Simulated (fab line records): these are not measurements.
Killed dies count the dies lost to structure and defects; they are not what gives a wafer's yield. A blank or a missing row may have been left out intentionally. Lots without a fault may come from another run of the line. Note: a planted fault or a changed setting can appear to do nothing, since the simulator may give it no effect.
fab line records | flow n5Finfet
[record] lots = 7 | wafers = 39
route steps=1938 shown DUMMY_GATE@237 SD_EPI_P@312 SD_ACTIVATION@330 GATE_CUT@500 MOL_CONTACT_COAG@562
startH: hours from the record's opening day to when the first of the lot's shown wafers began | waitH: time in hours since the lot's previous step | " as in the row above | L1.1+2: several wafers, shown together as one row | - no value, or no start was given | * or withheld: withheld | < > ~ a bound
route shown NAME@n: a module of which the file shows steps, and the number in the route of the first | usual: average and standard deviation across the fault-free wafers | same: alike in all rows | chamber/n: place in a boat | sites: the reading at each site | _std_site: the values' standard deviation | _edge_site: inner sites' mean taken away from outer sites' mean | radiusMm: for every site, how far away it sits from the centre of the wafer | mask NAME#n: copy n | behind: tool/chamber where the wafer was last shaped | hold: why the lot was held/for how many hours/how that ended | device: names the non-switching transistor (n, p or np) | end of line: the tests these same wafers got at the end of their route | step lacking rows: just its recipe | killed: not the wafer's yield, but the dies lost to structure and defects at the first sort | map: per-die view of a wafer (x killed, . not killed, _ where there is no die)
set.NAME: the setting the step ran with; set.NAME@STEP: the setting that earlier step ran with | model.NAME: the simulator's own value behind a step, which no gauge read
lots run with intentionally changed settings; tables by step, rows by wafer
[[steps]]
[step N5_DUMMY_GATE_ETCH_37]
[recipe] chemistry = N2/H2 | target = SOC | targetDepthA = 600 | overetchA = 300 | tempC = 40 | ionEnergyEv = 200 | pressureMtorr = 30 | sourceW = 840 | biasW = 150 | n2FlowSccm = 200 | h2FlowSccm = 200
[usual] rfVppV = 524.1/2.9
lot.wafer | tool       | chamber | startH | waitH | set.sourceW | rfVppV
L076.1    | rieDiel-06 | 1       | 58.88  | 0.0   | 840         | 519.3
L076.2    | "          | 0       | "      | "     | 840         | 525.3
L076.3    | "          | 3       | "      | "     | 840         | 522.8
L076.4    | "          | 2       | "      | "     | 730.7       | 544.5
L076.5    | "          | 2       | "      | "     | 730.7       | 544.6
L076.6    | "          | 3       | "      | "     | 730.7       | 548.7
L078.2    | rieDiel-06 | 2       | 71.50  | 0.0   | 840         | 518.2
L078.4    | "          | 0       | "      | "     | 840         | 527.4
L078.5    | "          | 1       | "      | "     | 840         | 519.9
L082.1    | rieDiel-01 | 3       | 96.07  | 0.0   | 840         | 522.6
L082.2    | "          | 0       | "      | "     | 840         | 520.5
L082.3    | "          | 1       | "      | "     | 896.3       | 512.5
L082.4    | "          | 2       | "      | "     | 896.3       | 516.1
L082.5    | "          | 1       | "      | "     | 840         | 523.5
L082.6    | "          | 2       | "      | "     | 896.3       | 516.2
L086.1    | rieDiel-06 | 0       | 123.03 | 0.0   | 758.6       | 545.2
L086.2    | "          | 1       | "      | "     | 840         | 518.3
L086.3    | "          | 3       | "      | "     | 758.6       | 542.6
L086.4    | "          | 2       | "      | "     | 840         | 519.2
L086.5    | "          | 3       | "      | "     | 840         | 522.3
L086.6    | "          | 2       | "      | "     | 758.6       | 539.0
L087.1    | rieDiel-06 | 2       | 128.85 | 0.0   | 840         | 519.5
L087.2    | "          | 3       | "      | "     | 840         | 522.4
L087.3    | "          | 1       | "      | "     | 840         | 518.4
L087.4    | "          | 0       | "      | "     | 840         | 526.6
L087.5    | "          | 3       | "      | "     | 840         | 524.4
L087.6    | "          | 2       | "      | "     | 840         | 521.1
L088.1    | rieDiel-04 | 2       | 133.24 | 0.0   | 840         | 524.7
L088.2    | "          | 0       | "      | "     | 840         | 528.6
L088.3    | "          | 3       | "      | "     | 840         | 527.5
L088.4    | "          | 1       | "      | "     | 840         | 525.1
L088.5    | "          | 2       | "      | "     | 840         | 524.0
L088.6    | "          | 3       | "      | "     | 840         | 525.8
L091.1    | rieDiel-06 | 3       | 151.05 | 0.0   | 840         | 521.9
L091.2    | "          | 0       | "      | "     | 840         | 526.9
L091.3    | "          | 1       | "      | "     | 840         | 518.4
L091.4    | "          | 2       | "      | "     | 840         | 528.2
L091.5    | "          | 1       | "      | "     | 840         | 518.9
L091.6    | "          | 0       | "      | "     | 840         | 526.0
[step N5_DUMMY_GATE_ETCH_44]
[recipe] chemistry = HBr/O2 | overEtchFrac = 0.7 | targetDepthA = 1275 | stopOn = SiO2 | ionEnergyEv = 60 | biasW = 20 | target = poly-Si | maskMaterial = SiO2 | pressureMtorr = 20 | icpW = 400 | HBr_flow_sccm = 120 | O2_flow_sccm = 10
[usual] oesProductAu = 0.731/0.011
lot.wafer | tool     | chamber | startH | waitH | set.targetDepthA | oesProductAu
L076.1    | rieSi-05 | 3       | 59.54  | 0.0   | 1275             | 0.727
L076.2    | "        | 1       | "      | "     | 1326             | 0.718
L076.3    | "        | 2       | "      | "     | 1326             | 0.721
L076.4    | "        | 0       | "      | "     | 1326             | 0.724
L076.5    | "        | 0       | "      | "     | 1275             | 0.748
L076.6    | "        | 3       | "      | "     | 1275             | 0.744
L078.2    | rieSi-02 | 2       | 72.11  | 0.0   | 1275             | 0.725
L078.4    | "        | 3       | "      | "     | 1275             | 0.744
L078.5    | "        | 3       | "      | "     | 1275             | 0.740
L082.1    | rieSi-06 | 2       | 96.69  | 0.0   | 1116             | 0.774
L082.2    | "        | 1       | "      | "     | 1275             | 0.739
L082.3    | "        | 0       | "      | "     | 1116             | 0.779
L082.4    | "        | 3       | "      | "     | 1275             | 0.722
L082.5    | "        | 0       | "      | "     | 1275             | 0.733
L082.6    | "        | 1       | "      | "     | 1116             | 0.793
L086.1    | rieSi-02 | 1       | 123.75 | 0.0   | 1155             | 0.781
L086.2    | "        | 3       | "      | "     | 1155             | 0.778
L086.3    | "        | 2       | "      | "     | 1155             | 0.754
L086.4    | "        | 0       | "      | "     | 1275             | 0.700
L086.5    | "        | 0       | "      | "     | 1275             | 0.711
L086.6    | "        | 1       | "      | "     | 1275             | 0.731
L087.1    | rieSi-05 | 3       | 129.46 | 0.0   | 1224             | 0.735
L087.2    | "        | 2       | "      | "     | 1224             | 0.737
L087.3    | "        | 1       | "      | "     | 1224             | 0.743
L087.4    | "        | 0       | "      | "     | 1275             | 0.742
L087.5    | "        | 1       | "      | "     | 1275             | 0.729
L087.6    | "        | 0       | "      | "     | 1275             | 0.726
L088.1    | rieSi-06 | 1       | 133.85 | 0.0   | 1275             | 0.750
L088.2    | "        | 3       | "      | "     | 1275             | 0.732
L088.3    | "        | 0       | "      | "     | 1275             | 0.746
L088.4    | "        | 2       | "      | "     | 1275             | 0.713
L088.5    | "        | 0       | "      | "     | 1275             | 0.735
L088.6    | "        | 1       | "      | "     | 1275             | 0.732
L091.1    | rieSi-02 | 2       | 151.82 | 0.0   | 1275             | 0.721
L091.2    | "        | 0       | "      | "     | 1275             | 0.723
L091.3    | "        | 1       | "      | "     | 1166             | 0.785
L091.4    | "        | 3       | "      | "     | 1275             | 0.739
L091.5    | "        | 2       | "      | "     | 1166             | 0.750
L091.6    | "        | 3       | "      | "     | 1166             | 0.779
[step N5_SD_EPI_P_ETCH_16]
[recipe] chemistry = CHF3/O2 | target = SiO2 | targetDepthA = 50 | maskMaterial = SOC | pressureMtorr = 30 | sourceW = 650 | biasW = 170 | Ar_flow_sccm = 200 | CHF3_flow_sccm = 50 | O2_flow_sccm = 5 | ionEnergyEv = 200
lot.wafer | tool       | chamber | startH | waitH | set.targetDepthA | model.etch.depthNm
L076.1    | rieDiel-04 | 3       | 66.77  | 0.1   | 50               | 4.979
L076.2    | "          | 1       | "      | "     | 50               | 4.98
L076.3    | "          | 2       | "      | "     | 50               | 4.953
L076.4    | "          | 0       | "      | "     | 50               | 5.04
L076.5    | "          | 1       | "      | "     | 50               | 5.028
L076.6    | "          | 0       | "      | "     | 50               | 4.994
L078.2    | rieDiel-01 | 1       | 79.72  | 0.1   | 50               | 5.007
L078.4    | "          | 0       | "      | "     | 50               | 4.896
L078.5    | "          | 1       | "      | "     | 50               | 5.012
L082.1    | rieDiel-06 | 1       | 103.62 | 0.1   | 50               | 5.009
L082.2    | "          | 2       | "      | "     | 53.65            | 5.29
L082.3    | "          | 0       | "      | "     | 50               | 4.968
L082.4    | "          | 3       | "      | "     | 53.65            | 5.486
L082.5    | "          | 1       | "      | "     | 50               | 5.037
L082.6    | "          | 2       | "      | "     | 53.65            | 5.255
L086.1    | rieDiel-04 | 0       | 134.25 | 0.1   | 45.25            | 4.471
L086.2    | "          | 2       | "      | "     | 50               | 4.937
L086.3    | "          | 3       | "      | "     | 45.25            | 4.49
L086.4    | "          | 1       | "      | "     | 50               | 5.027
L086.5    | "          | 3       | "      | "     | 45.25            | 4.524
L086.6    | "          | 0       | "      | "     | 50               | 4.951
L087.1    | rieDiel-06 | 0       | 136.37 | 0.1   | 50               | 4.951
L087.2    | "          | 1       | "      | "     | 50               | 5.089
L087.3    | "          | 3       | "      | "     | 50               | 5.037
L087.4    | "          | 1       | "      | "     | 50               | 5.058
L087.5    | "          | 3       | "      | "     | 50               | 5.043
L087.6    | "          | 0       | "      | "     | 50               | 4.948
L088.1    | rieDiel-01 | 3       | 140.94 | 0.1   | 50               | 4.904
L088.2    | "          | 1       | "      | "     | 50               | 4.979
L088.3    | "          | 0       | "      | "     | 43.54            | 4.288
L088.4    | "          | 2       | "      | "     | 43.54            | 4.259
L088.5    | "          | 3       | "      | "     | 43.54            | 4.251
L088.6    | "          | 0       | "      | "     | 50               | 4.939
L091.1    | rieDiel-06 | 1       | 158.90 | 0.1   | 50               | 5.102
L091.2    | "          | 2       | "      | "     | 55.86            | 5.736
L091.3    | "          | 0       | "      | "     | 55.86            | 5.561
L091.4    | "          | 3       | "      | "     | 50               | 5.101
L091.5    | "          | 2       | "      | "     | 55.86            | 5.755
L091.6    | "          | 1       | "      | "     | 50               | 5.124
[step N5_SD_EPI_P_EPI_21]
[recipe] material = SiGe:B | dopant = B | tempC = 550 | pressureTorr = 20 | ambient = H2 | timeS = 355
lot.wafer | tool        | chamber | startH | waitH | set.timeS | model.SiGe-B_of_SD_EPI_P_EPI_21.thkNm
L076.1+6  | epiRpcvd-01 | 0       | 67.50  | 0.1   | 316.5     | 57
L076.2    | "           | 0       | "      | "     | 316.5     | 56.6
L076.3    | "           | 0       | "      | "     | 355       | 61.4
L076.4    | "           | 0       | "      | "     | 355       | 61.8
L076.5    | "           | 0       | "      | "     | 355       | 60.8
L078.2+4  | epiRpcvd-03 | 0       | 80.82  | 0.5   | 355       | 62.4
L078.5    | "           | 0       | 81.90  | 1.5   | 355       | 62
L082.1    | epiRpcvd-02 | 0       | 104.63 | 0.3   | 355       | 60.4
L082.2    | "           | 0       | "      | "     | 402.3     | 65.2
L082.3    | "           | 0       | "      | "     | 402.3     | 66.4
L082.4+5  | "           | 0       | "      | "     | 355       | 60.8
L082.6    | "           | 0       | 107.83 | 3.2   | 402.3     | 66.2
L086.1    | epiRpcvd-03 | 0       | 134.98 | 0.1   | 310.9     | 56.6
L086.2    | "           | 0       | "      | "     | 310.9     | 56.4
L086.3    | "           | 0       | "      | "     | 355       | 61
L086.4    | "           | 0       | "      | "     | 355       | 61.2
L086.5    | "           | 0       | "      | "     | 355       | 62
L086.6    | "           | 0       | "      | "     | 310.9     | 56.8
L087.1    | epiRpcvd-02 | 0       | 137.23 | 0.2   | 355       | 60
L087.2+4  | "           | 0       | "      | "     | 355       | 60.8
L087.3+5  | "           | 0       | "      | "     | 355       | 60.2
L087.6    | "           | 0       | 139.63 | 2.4   | 355       | 60.6
L088.1    | epiRpcvd-03 | 0       | 141.67 | 0.1   | 355       | 60.6
L088.2+4  | "           | 0       | "      | "     | 303       | 54.6
L088.3    | "           | 0       | "      | "     | 355       | 60.2
L088.5    | "           | 0       | "      | "     | 355       | 59.8
L088.6    | "           | 0       | "      | "     | 303       | 55
L091.1    | epiRpcvd-03 | 0       | 159.64 | 0.1   | 355       | 61.2
L091.2    | "           | 0       | "      | "     | 374.3     | 63.4
L091.3    | "           | 0       | "      | "     | 374.3     | 64.2
L091.4    | "           | 0       | "      | "     | 374.3     | 63.6
L091.5    | "           | 0       | "      | "     | 355       | 61.8
L091.6    | "           | 0       | "      | "     | 355       | 62.2
[step N5_SD_EPI_P_EPI_MEAS_23]
[recipe] mode = xrd
[usual] thkNm = 61.1/1.2
lot.wafer | tool         | chamber | startH | waitH | set.timeS@SD_EPI_P_EPI_21 | thkNm
L076.1    | filmMetro-02 | -       | 69.71  | 1.9   | 316.5                     | 57.2
L076.2    | "            | -       | "      | "     | 316.5                     | 57.4
L076.3    | "            | -       | "      | "     | 355                       | 62.8
L076.4    | "            | -       | "      | "     | 355                       | 63.1
L076.5    | "            | -       | "      | "     | 355                       | 59.9
L076.6    | "            | -       | "      | "     | 316.5                     | 58.9
L078.2    | filmMetro-01 | -       | 82.65  | 1.5   | 355                       | 62.7
L078.4    | "            | -       | "      | "     | 355                       | 61.2
L078.5    | "            | -       | "      | "     | 355                       | 61.4
L082.1    | filmMetro-01 | -       | 108.50 | 3.2   | 355                       | 60.8
L082.2    | "            | -       | "      | "     | 402.3                     | 66.2
L082.3    | "            | -       | "      | "     | 402.3                     | 66.6
L082.4    | "            | -       | "      | "     | 355                       | 60.0
L082.5    | "            | -       | "      | "     | 355                       | 61.0
L082.6    | "            | -       | "      | "     | 402.3                     | 65.9
L086.1    | filmMetro-01 | -       | 137.17 | 1.8   | 310.9                     | 58.6
L086.2    | "            | -       | "      | "     | 310.9                     | 55.8
L086.3    | "            | -       | "      | "     | 355                       | 60.3
L086.4    | "            | -       | "      | "     | 355                       | 61.8
L086.5    | "            | -       | "      | "     | 355                       | 61.5
L086.6    | "            | -       | "      | "     | 310.9                     | 56.3
L087.1    | filmMetro-01 | -       | 140.15 | 2.4   | 355                       | 60.2
L087.2    | "            | -       | "      | "     | 355                       | 62.2
L087.3    | "            | -       | "      | "     | 355                       | 61.1
L087.4    | "            | -       | "      | "     | 355                       | 58.8
L087.5    | "            | -       | "      | "     | 355                       | 59.2
L087.6    | "            | -       | "      | "     | 355                       | 61.0
L088.1    | filmMetro-02 | -       | 143.89 | 1.9   | 355                       | 60.9
L088.2    | "            | -       | "      | "     | 303                       | 56.3
L088.3    | "            | -       | "      | "     | 355                       | 59.3
L088.4    | "            | -       | "      | "     | 303                       | 53.8
L088.5    | "            | -       | "      | "     | 355                       | 58.5
L088.6    | "            | -       | "      | "     | 303                       | 54.5
L091.1    | filmMetro-02 | -       | 161.83 | 1.8   | 355                       | 59.7
L091.2    | "            | -       | "      | "     | 374.3                     | 63.3
L091.3    | "            | -       | "      | "     | 374.3                     | 64.4
L091.4    | "            | -       | "      | "     | 374.3                     | 64.6
L091.5    | "            | -       | "      | "     | 355                       | 62.4
L091.6    | "            | -       | "      | "     | 355                       | 60.2
[step N5_SD_EPI_P_HM_STRIP_48]
[recipe] chemistry = H3PO4 | tempC = 160 | material = SiNx | target = SiNx | targetDepthA = 30 | overetchFraction = 0.3
[step N5_SD_EPI_P_SRD_49]
[recipe] dry = ipaMarangoni | timeS = 30 | tempC = 23 | rinseLiquid = diw
[step N5_SD_ACTIVATION_RTA_00]
[recipe] tempC = 975 | timeS = 0 | ambient = N2 | idleTempC = 600 | rampUpCPerS = 150 | rampDownCPerS = 60 | coolToC = 600
[step N5_SD_ACTIVATION_LSA_01]
[recipe] tempC = 1080 | timeS = 0.0008 | ambient = N2
[step N5_SD_ACTIVATION_RS_MEAS_03]
[recipe] thkMeasGauge = four-point-probe
[usual] RS_SD_N = 21.89/0.26 | RS_SD_P = 56.0/0.81
lot.wafer | tool         | chamber | startH | waitH | set.timeS@SD_EPI_P_EPI_21 | RS_SD_N[ohm/sq] | RS_SD_P[ohm/sq]
L076.1    | filmMetro-02 | -       | 70.42  | 0.2   | 316.5                     | 22.04           | 60.8
L076.2    | "            | -       | "      | "     | 316.5                     | 22.10           | 60.9
L076.3    | "            | -       | "      | "     | 355                       | 22.02           | 56.1
L076.4    | "            | -       | "      | "     | 355                       | 21.82           | 55.6
L076.5    | "            | -       | "      | "     | 355                       | 22.19           | 56.4
L076.6    | "            | -       | "      | "     | 316.5                     | 21.79           | 60.5
L078.2    | filmMetro-01 | -       | 83.29  | 0.2   | 355                       | 22.08           | 54.9
L078.4    | "            | -       | "      | "     | 355                       | 22.16           | 54.6
L078.5    | "            | -       | "      | "     | 355                       | 22.27           | 54.7
L082.1    | filmMetro-02 | -       | 109.20 | 0.2   | 355                       | 22.24           | 56.7
L082.2    | "            | -       | "      | "     | 402.3                     | 22.14           | 52.3
L082.3    | "            | -       | "      | "     | 402.3                     | 21.90           | 51.3
L082.4    | "            | -       | "      | "     | 355                       | 22.12           | 56.3
L082.5    | "            | -       | "      | "     | 355                       | 22.24           | 55.8
L082.6    | "            | -       | "      | "     | 402.3                     | 22.08           | 51.7
L086.1    | filmMetro-01 | -       | 137.79 | 0.2   | 310.9                     | 21.80           | 60.3
L086.2    | "            | -       | "      | "     | 310.9                     | 21.75           | 59.8
L086.3    | "            | -       | "      | "     | 355                       | 21.40           | 55.9
L086.4    | "            | -       | "      | "     | 355                       | 21.82           | 55.6
L086.5    | "            | -       | "      | "     | 355                       | 21.44           | 55.1
L086.6    | "            | -       | "      | "     | 310.9                     | 21.74           | 60.3
L087.1    | filmMetro-02 | -       | 140.76 | 0.2   | 355                       | 21.80           | 56.4
L087.2    | "            | -       | "      | "     | 355                       | 21.47           | 55.7
L087.3    | "            | -       | "      | "     | 355                       | 21.91           | 56.4
L087.4    | "            | -       | "      | "     | 355                       | 21.84           | 56.0
L087.5    | "            | -       | "      | "     | 355                       | 22.03           | 56.5
L087.6    | "            | -       | "      | "     | 355                       | 21.62           | 55.8
L088.1    | filmMetro-02 | -       | 144.52 | 0.2   | 355                       | 22.36           | 55.6
L088.2    | "            | -       | "      | "     | 303                       | 21.88           | 62.1
L088.3    | "            | -       | "      | "     | 355                       | 22.38           | 56.0
L088.4    | "            | -       | "      | "     | 303                       | 22.29           | 61.9
L088.5    | "            | -       | "      | "     | 355                       | 22.39           | 56.8
L088.6    | "            | -       | "      | "     | 303                       | 22.40           | 61.6
L091.1    | filmMetro-02 | -       | 162.62 | 0.2   | 355                       | 21.77           | 56.2
L091.2    | "            | -       | "      | "     | 374.3                     | 22.19           | 54.2
L091.3    | "            | -       | "      | "     | 374.3                     | 21.99           | 53.8
L091.4    | "            | -       | "      | "     | 374.3                     | 21.83           | 53.7
L091.5    | "            | -       | "      | "     | 355                       | 22.13           | 55.3
L091.6    | "            | -       | "      | "     | 355                       | 22.16           | 55.3
[step N5_GATE_CUT_CUT_ETCH_53]
[recipe] chemistry = SF6/Cl2 | target = W | maskMaterial = SiO2 | targetDepthA = 792 | pressureMtorr = 8 | icpW = 900 | biasW = 80 | SF6_flow_sccm = 40 | Cl2_flow_sccm = 60 | ends = cleared
[usual] etchRfOnTimeS = 26.0/0.72
lot.wafer | tool        | chamber | startH | waitH | set.icpW | etchRfOnTimeS
L076.1    | rieMetal-02 | 0       | 94.90  | 0.1   | 1008     | 23.4
L076.2    | "           | 1       | "      | "     | 900      | 26.3
L076.3    | "           | 0       | "      | "     | 1008     | 23.2
L076.4    | "           | 1       | "      | "     | 1008     | 23.9
L076.5    | "           | 0       | "      | "     | 900      | 26.0
L076.6    | "           | 1       | "      | "     | 900      | 26.3
L078.2    | rieMetal-02 | 0       | 109.28 | 0.1   | 900      | 25.5
L078.4    | "           | 0       | "      | "     | 900      | 25.5
L078.5    | "           | 0       | "      | "     | 900      | 25.5
L082.1    | rieMetal-01 | 0       | 134.30 | 0.1   | 900      | 27.4
L082.2    | "           | 1       | "      | "     | 1052     | 21.9
L082.3    | "           | 0       | "      | "     | 900      | 27.4
L082.4    | "           | 1       | "      | "     | 900      | 25.3
L082.5    | "           | 0       | "      | "     | 1052     | 23.8
L082.6    | "           | 1       | "      | "     | 1052     | 22.0
L086.1    | rieMetal-01 | 1       | 163.42 | 0.1   | 900      | 24.9
L086.2    | "           | 0       | "      | "     | 741.8    | 32.5
L086.3    | "           | 1       | "      | "     | 741.8    | 29.6
L086.4    | "           | 0       | "      | "     | 900      | 27.4
L086.5    | "           | 1       | "      | "     | 900      | 25.2
L086.6    | "           | 0       | "      | "     | 741.8    | 32.4
L087.1    | rieMetal-01 | 1       | 167.13 | 0.1   | 900      | 24.9
L087.2    | "           | 0       | "      | "     | 749.7    | 31.7
L087.3    | "           | 1       | "      | "     | 900      | 25.0
L087.4    | "           | 0       | "      | "     | 749.7    | 32.3
L087.5    | "           | 1       | "      | "     | 900      | 25.0
L087.6    | "           | 0       | "      | "     | 749.7    | 31.9
L088.1    | rieMetal-03 | 1       | 171.50 | 0.1   | 900      | 26.1
L088.2    | "           | 0       | "      | "     | 900      | 26.3
L088.3    | "           | 1       | "      | "     | 900      | 26.0
L088.4    | "           | 0       | "      | "     | 806.2    | 28.9
L088.5    | "           | 0       | "      | "     | 806.2    | 29.0
L088.6    | "           | 1       | "      | "     | 806.2    | 28.6
L091.1    | rieMetal-03 | 1       | 190.19 | 0.1   | 1049     | 23.0
L091.2    | "           | 0       | "      | "     | 900      | 26.6
L091.3    | "           | 0       | "      | "     | 1049     | 23.5
L091.4    | "           | 1       | "      | "     | 900      | 26.4
L091.5    | "           | 0       | "      | "     | 1049     | 23.4
L091.6    | "           | 1       | "      | "     | 900      | 26.3
[step N5_MOL_CONTACT_COAG_ALD_123]
[recipe] material = SiNx | targetThkA = 50 | tempC = 400 | aldPrecursorFamily = SiH2I2 | aldCoReactant = N2/H2-plasma | pulseTimeS = 1 | purgeTimeS = 2 | coReactantPurgeTimeS = 2 | aldCycles = 100 | pressureTorr = 2
lot.wafer        | tool      | chamber     | startH | waitH | set.aldCycles | model.SiNx_of_MOL_CONTACT_COAG_ALD_123.thkNm
L076.1+3+5       | aldSin-02 | 1,2,1       | 107.98 | 1.8   | 100           | 5
L076.2+4+6       | "         | 0,3,0       | "      | "     | 105           | 5.2
L078.2+4+5       | aldSin-04 | 2,0,3       | 123.63 | 0.0   | 100           | 5
L082.1+2+3+4+5+6 | aldSin-03 | 2,0,3,1,0,1 | 145.00 | 0.0   | 100           | 5
L086.1+5+6       | aldSin-04 | 2,3,0       | 176.51 | 0.3   | 100           | 5
L086.2+3+4       | "         | 1,3,0       | "      | "     | 112           | 5.6
L087.1+4+6       | aldSin-04 | 2,0,2       | 182.35 | 2.7   | 100           | 5
L087.2+3+5       | "         | 0,3,3       | "      | "     | 105           | 5.2
L088.1+4+6       | aldSin-02 | 3,0,2       | 187.66 | 0.0   | 100           | 5
L088.2+3+5       | "         | 2,1,3       | "      | "     | 107           | 5.4
L091.1+2+5       | aldSin-04 | 3,0,0       | 203.44 | 0.0   | 100           | 5
L091.3+4+6       | "         | 2,3,2       | "      | "     | 84            | 4.2
[step N5_MOL_CONTACT_COAG_PECVD_31]
[recipe] material = SiO2 | targetThkA = 460 | tempC = 400 | precursor = TEOS/O2 | pressureTorr = 6.5 | rfW = withheld | teosFlowSccm = withheld | gas = O2 | flowSccm = 2650 | timeS = 8.9
[step N5_MOL_CONTACT_COAG_COAT_75]
[recipe] resist = SOC | tempC = 250 | timeS = 60 | spinRpm = 1500 | resistThkNm = 60
[step N5_MOL_CONTACT_COAG_STRIP_120]
[recipe] chemistry = CHF3 | resist = SiARC | rfFrequencyHz = 6e+07
[step N5_MOL_CONTACT_COAG_VIA_ETCH_117]
[recipe] chemistry = C4F6/O2 | targetDepthA = 400 | overetchA = 80 | maskMaterial = SOC | target = SiO2 | biasW = 455 | pressureMtorr = 10 | timeS = 26 | sourceW = 325 | Ar_flow_sccm = 300 | C4F6_flow_sccm = 10 | O2_flow_sccm = 10 | ionEnergyEv = 575.3 | ends = endPoint
[step N5_MOL_CONTACT_COAG_ETCH_124]
[recipe] chemistry = CH3F/O2 | target = SiNx | targetDepthA = 65 | maskMaterial = SOC | stopOn = SiOC | overEtchFrac = 0.3 | ionEnergyEv = 120 | pressureMtorr = 30 | sourceW = 395 | biasW = 73 | Ar_flow_sccm = 150 | CH3F_flow_sccm = 30 | O2_flow_sccm = 20 | ends = endPoint
lot.wafer | tool       | chamber | startH | waitH | set.aldCycles@MOL_CONTACT_COAG_ALD_123 | model.etch.depthNm
L076.1    | rieDiel-05 | 1       | 112.74 | 0.0   | 100                                    | 5.001
L076.2    | "          | 3       | "      | "     | 105                                    | 5.262
L076.3    | "          | 0       | "      | "     | 100                                    | 4.982
L076.4    | "          | 1       | "      | "     | 105                                    | 5.265
L076.5    | "          | 3       | "      | "     | 100                                    | 5.011
L076.6    | "          | 0       | "      | "     | 105                                    | 5.295
L078.2    | rieDiel-02 | 3       | 126.84 | 0.0   | 100                                    | 4.969
L078.4    | "          | 3       | "      | "     | 100                                    | 4.998
L078.5    | "          | 2       | "      | "     | 100                                    | 5.013
L082.1    | rieDiel-03 | 3       | 148.34 | 0.0   | 100                                    | 4.966
L082.2    | "          | 2       | "      | "     | 100                                    | 4.96
L082.3    | "          | 1       | "      | "     | 100                                    | 4.953
L082.4    | "          | 0       | "      | "     | 100                                    | 4.959
L082.5    | "          | 3       | "      | "     | 100                                    | 4.972
L082.6    | "          | 0       | "      | "     | 100                                    | 4.952
L086.1    | rieDiel-03 | 1       | 179.73 | 0.0   | 100                                    | 5.02
L086.2    | "          | 3       | "      | "     | 112                                    | 5.61
L086.3    | "          | 2       | "      | "     | 112                                    | 5.617
L086.4    | "          | 0       | "      | "     | 112                                    | 5.596
L086.5    | "          | 1       | "      | "     | 100                                    | 4.976
L086.6    | "          | 2       | "      | "     | 100                                    | 4.989
L087.1    | rieDiel-02 | 2       | 186.31 | 0.0   | 100                                    | 4.984
L087.2    | "          | 1       | "      | "     | 105                                    | 5.227
L087.3    | "          | 0       | "      | "     | 105                                    | 5.243
L087.4    | "          | 3       | "      | "     | 100                                    | 4.972
L087.5    | "          | 0       | "      | "     | 105                                    | 5.239
L087.6    | "          | 3       | "      | "     | 100                                    | 4.969
L088.1    | rieDiel-03 | 1       | 190.85 | 0.0   | 100                                    | 4.954
L088.2    | "          | 3       | "      | "     | 107                                    | 5.345
L088.3    | "          | 2       | "      | "     | 107                                    | 5.333
L088.4    | "          | 0       | "      | "     | 100                                    | 4.99
L088.5    | "          | 1       | "      | "     | 107                                    | 5.336
L088.6    | "          | 0       | "      | "     | 100                                    | 4.975
L091.1    | rieDiel-05 | 2       | 206.34 | 0.0   | 100                                    | 5.023
L091.2    | "          | 0       | "      | "     | 100                                    | 5.054
L091.3    | "          | 1       | "      | "     | 84                                     | 4.221
L091.4    | "          | 3       | "      | "     | 84                                     | 4.242
L091.5    | "          | 0       | "      | "     | 100                                    | 5.027
L091.6    | "          | 3       | "      | "     | 84                                     | 4.247
[[key]]
[split] step = N5_DUMMY_GATE_ETCH_37 | setting = sourceW | stated = 840 | by = wafer
[response] step = N5_DUMMY_GATE_ETCH_37 | reading = rfVppV | change = -1.85 | per = 1% | r = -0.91
[split] step = N5_DUMMY_GATE_ETCH_44 | setting = targetDepthA | stated = 1275 | by = wafer
[response] step = N5_DUMMY_GATE_ETCH_44 | reading = oesProductAu | change = -0.0047 | per = 1% | r = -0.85
[split] step = N5_SD_EPI_P_ETCH_16 | setting = targetDepthA | stated = 50 | by = wafer
[response] step = N5_SD_EPI_P_ETCH_16 | reading = model.etch.depthNm | change = +0.0502 | per = 1% | r = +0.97
[split] step = N5_SD_EPI_P_EPI_21 | setting = timeS | stated = 355 | by = wafer
[response] step = N5_SD_EPI_P_EPI_21 | reading = model.SiGe-B_of_SD_EPI_P_EPI_21.thkNm | change = +0.388 | per = 1% | r = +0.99
[response] step = N5_SD_EPI_P_EPI_MEAS_23 | reading = thkNm | change = * | per = 1% | r = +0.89
[response] step = N5_SD_ACTIVATION_RS_MEAS_03 | reading = RS_SD_P | change = -0.377 | per = 1% | r = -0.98
[split] step = N5_GATE_CUT_CUT_ETCH_53 | setting = icpW | stated = 900 | by = wafer
[response] step = N5_GATE_CUT_CUT_ETCH_53 | reading = etchRfOnTimeS | change = * | per = 1% | r = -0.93
[split] step = N5_MOL_CONTACT_COAG_ALD_123 | setting = aldCycles | stated = 100 | by = wafer
[response] step = N5_MOL_CONTACT_COAG_ALD_123 | reading = model.SiNx_of_MOL_CONTACT_COAG_ALD_123.thkNm | change = +0.0497 | per = 1% | r = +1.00
[response] step = N5_MOL_CONTACT_COAG_ETCH_124 | reading = model.etch.depthNm | change = +0.0508 | per = 1% | r = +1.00
